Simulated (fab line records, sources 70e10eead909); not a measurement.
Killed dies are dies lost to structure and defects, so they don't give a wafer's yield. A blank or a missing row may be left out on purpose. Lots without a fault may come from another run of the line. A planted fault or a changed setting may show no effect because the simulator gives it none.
Which tool did it? | flow nand_harc | 24 lots, 72 wafers sampled, at 2 steps of a route of 1159

WHAT THE GAUGES READ, wafer by wafer
NHARC_P_M1_OVL_MEAS_10: pitch 260 nm.
lot  | measured     | on         | overlay_x_nm (nm) | overlay_y_nm (nm)
L074 | day 6 02:50  | overlay-01 | -0.4 0.4 0.3      | -0.4 -0.3 -0.7
L076 | day 6 09:45  | overlay-02 | 0.9 0.8 0.4       | -0.6 -0.4 -0.5
L075 | day 6 13:26  | overlay-02 | -0.7 -0.5 -0.2    | -0.3 -0.1 -0.7
L077 | day 6 14:26  | overlay-01 | -0.3 -1.0 -0.7    | 1.3 1.3 1.1
L078 | day 7 04:22  | overlay-01 | 1.4 1.6 1.0       | 0.4 0.6 0.5
L079 | day 7 04:49  | overlay-02 | 0.3 0.9 0.5       | -1.7 -1.6 -1.3
L080 | day 7 06:05  | overlay-01 | 0.2 0.3 0.2       | -0.9 -1.0 -0.7
L081 | day 7 14:05  | overlay-02 | -0.5 0.1 -0.4     | 0.5 0.5 0.3
L082 | day 7 22:55  | overlay-01 | 0.4 0.2 1.0       | -1.1 -0.3 -0.7
L083 | day 8 05:05  | overlay-02 | 0.9 0.8 0.5       | -0.4 -1.0 -1.5
L085 | day 8 14:07  | overlay-01 | 0.8 0.8 1.2       | 0.8 0.4 0.6
L084 | day 8 14:28  | overlay-01 | -0.7 -0.3 -0.9    | 0.9 0.2 1.2
L086 | day 9 04:02  | overlay-02 | -0.2 0.1 -0.2     | -0.8 0.1 -0.7
L087 | day 9 04:59  | overlay-01 | 0.5 -0.5 -0.1     | 0.6 0.7 0.6
L088 | day 10 00:52 | overlay-01 | 0.5 1.3 1.1       | 0.9 0.4 1.6
L089 | day 10 02:45 | overlay-01 | 0.7 0.2 0.0       | -0.5 -0.2 -0.6
L091 | day 10 05:58 | overlay-02 | -0.1 -0.1 -0.4    | 0.1 -0.2 -0.1
L090 | day 10 06:53 | overlay-01 | 0.5 0.1 0.4       | 1.0 1.4 1.0
L092 | day 10 09:59 | overlay-01 | 1.0 1.0 1.3       | -0.6 -0.3 -0.2
L093 | day 10 12:25 | overlay-01 | 0.8 0.8 1.4       | -0.7 -0.8 0.0
L094 | day 10 23:46 | overlay-02 | 0.5 -0.1 0.2      | -0.5 0.0 0.1
L095 | day 11 10:46 | overlay-01 | -0.1 -0.2 0.4     | 0.4 0.0 -0.3
L096 | day 11 11:38 | overlay-02 | -0.5 -0.6 -0.1    | 0.7 1.1 1.1
L097 | day 11 16:39 | overlay-01 | -0.3 -0.2 -0.3    | 1.3 1.7 1.0

WHICH TOOL RAN EACH LOT (tool, then ch and the chambers of the sampled wafers, then the start)
lot  | NHARC_P_M0_PRE_CLEAN_31
L074 | pecvd-02 ch 0,1,2, day 6 01:34
L076 | pecvd-02 ch 0,1,2, day 6 08:18
L075 | pecvd-03 ch 1,2, day 6 12:00
L077 | pecvd-02 ch 1,2, day 6 13:02
L078 | pecvd-01 ch 0,1, day 7 02:48
L079 | pecvd-02 ch 1,2, day 7 03:25
L080 | pecvd-03 ch 0,1,2, day 7 04:40
L081 | pecvd-03 ch 0,1,2, day 7 12:44
L082 | pecvd-03 ch 0,1, day 7 21:25
L083 | pecvd-02 ch 0,1, day 8 03:41
L085 | pecvd-01 ch 1,2, day 8 12:43
L084 | pecvd-02 ch 0,1,2, day 8 13:05
L086 | pecvd-03 ch 0,1,2, day 9 02:37
L087 | pecvd-02 ch 0,2, day 9 03:42
L088 | pecvd-02 ch 0,1,2, day 9 23:26
L089 | pecvd-03 ch 0,2, day 10 01:29
L091 | pecvd-03 ch 0,1, day 10 04:41
L090 | pecvd-03 ch 1,2, day 10 05:32
L092 | pecvd-02 ch 0,1, day 10 08:35
L093 | pecvd-02 ch 0,1, day 10 10:59
L094 | pecvd-02 ch 0,2, day 10 22:17
L095 | pecvd-03 ch 0,1, day 11 09:31
L096 | pecvd-03 ch 1,2, day 11 10:21
L097 | pecvd-01 ch 0,1,2, day 11 15:16
- NHARC_P_M0_PRE_CLEAN_31: time 12 s.

WHAT THE TOOLS THEMSELVES READ (means of the sampled wafers that have a number; where no wafer has one, the mark that the record gives instead)
NHARC_P_M0_PRE_CLEAN_31.
lot  | tool     | heater_power_w (W)
L074 | pecvd-02 | 615
L076 | pecvd-02 | 629
L075 | pecvd-03 | 706
L077 | pecvd-02 | 684
L078 | pecvd-01 | 643
L079 | pecvd-02 | 654
L080 | pecvd-03 | 620
L081 | pecvd-03 | 659
L082 | pecvd-03 | 705
L083 | pecvd-02 | 626
L085 | pecvd-01 | 710
L084 | pecvd-02 | 639
L086 | pecvd-03 | 650
L087 | pecvd-02 | 677
L088 | pecvd-02 | 633
L089 | pecvd-03 | 565
L091 | pecvd-03 | 691
L090 | pecvd-03 | 636
L092 | pecvd-02 | 614
L093 | pecvd-02 | 570
L094 | pecvd-02 | 677
L095 | pecvd-03 | 667
L096 | pecvd-03 | 670
L097 | pecvd-01 | 660

THE ANSWER, worked out from the rows above alone
Rule: what is usual is taken from the lots themselves. Put in order of their means at a reading, lots are off if they are a third of the lots or fewer, leave a main group of 4 or more, and stand apart from it by a gap of 3 or more times the standard deviation of the main group's means; of several such gaps the widest counts. A main group whose means are all the same, to the digits that the tables above print for the reading, isn't used. A lot without any number at a reading at which 4 lots or more have one is off too. The other lots that the step has rows for count as sound. The gauges are gone through in route order, then the tools' own readings, and for those a lot's mean is taken as printed above. The first step at which some lot is off is used, and at that step the reading that is off furthest; a lot without a number counts as furthest.
No lot is off at any reading shown: from this, nothing can be told.

WHAT THE SIMULATOR HAD PUT IN
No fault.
